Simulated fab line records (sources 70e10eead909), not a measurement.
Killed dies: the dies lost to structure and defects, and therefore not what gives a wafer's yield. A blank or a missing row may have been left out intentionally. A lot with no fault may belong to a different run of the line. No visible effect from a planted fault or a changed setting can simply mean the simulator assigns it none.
Matching of chambers	flow nand_harc	NHARC_P_GATE_DESCUM_13 on rie_diel-13: 4 sister chambers
The step chemistry O2, time 3 s. 14 wafers are shown with their chamber, then 7 later ones without.

== WAFERS PAIRED WITH THEIR CHAMBERS ==
wafer	chamber	drypump_motor_current_A (A)	showerhead_plenum_p_Torr (Torr)	oes_product_au (a.u.)
L541.4	3	5.1	1.89	0.998
L541.5	2	6.1	1.98	1.016
L541.6	1	6.1	1.91	0.987
L547.1	1	6.1	1.91	0.981
L547.2	2	6.1	1.98	1.006
L547.4	0	5.6	1.93	1.008
L549.1	2	6.2	1.98	1.017
L549.2	1	6.1	1.91	1.002
L549.3	3	5.1	1.88	1.004
L555.1	0	5.6	1.93	1.012
L555.5	3	5.1	1.88	1.011
L555.6	0	5.6	1.93	1.007
L560.1	1	6.1	1.90	0.983
L560.4	3	5.1	1.88	0.997

SIGNATURES (averages over the wafers above)
reading	chamber 0	chamber 1	chamber 2	chamber 3	scatter within a chamber
drypump_motor_current_A	5.600	6.100	6.133	5.100	0.0258
showerhead_plenum_p_Torr	1.9300	1.9075	1.9800	1.8825	0.00387
oes_product_au	1.00900	0.98825	1.01300	1.00250	0.00696
Rule: for each reading, subtract the chamber's mean from the wafer's reading, divide by that reading's scatter and square the result; add these up over the readings and take the root, which gives the wafer's distance from the chamber. If the next closest chamber is less than 2 further off than the closest, the wafer can't be placed; otherwise it belongs to the closest. How the scatter is found: for the shown wafers, subtract from each reading the mean of its chamber, square and add these, divide the total by (wafers less chambers), then take the root.

== WAFERS WHOSE CHAMBER IS MISSING ==
wafer	drypump_motor_current_A (A)	showerhead_plenum_p_Torr (Torr)	oes_product_au (a.u.)
L560.5	5.1	1.88	0.999
L561.2	6.1	1.97	1.013
L561.4	5.6	1.93	1.006
L561.5	6.1	1.90	0.988
L562.1	6.1	1.97	1.013
L562.2	6.1	1.90	0.975
L562.3	5.6	1.93	1.018

== WHICH CHAMBER EACH ONE RAN IN ==
wafer	from the rows above	in truth
L560.5	3	3
L561.2	2	2
L561.4	0	0
L561.5	1	1
L562.1	2	2
L562.2	1	1
L562.3	0	0
Correct placement for 7 of the 7. From these rows, 0 cannot be placed. Number placed wrongly: 0.
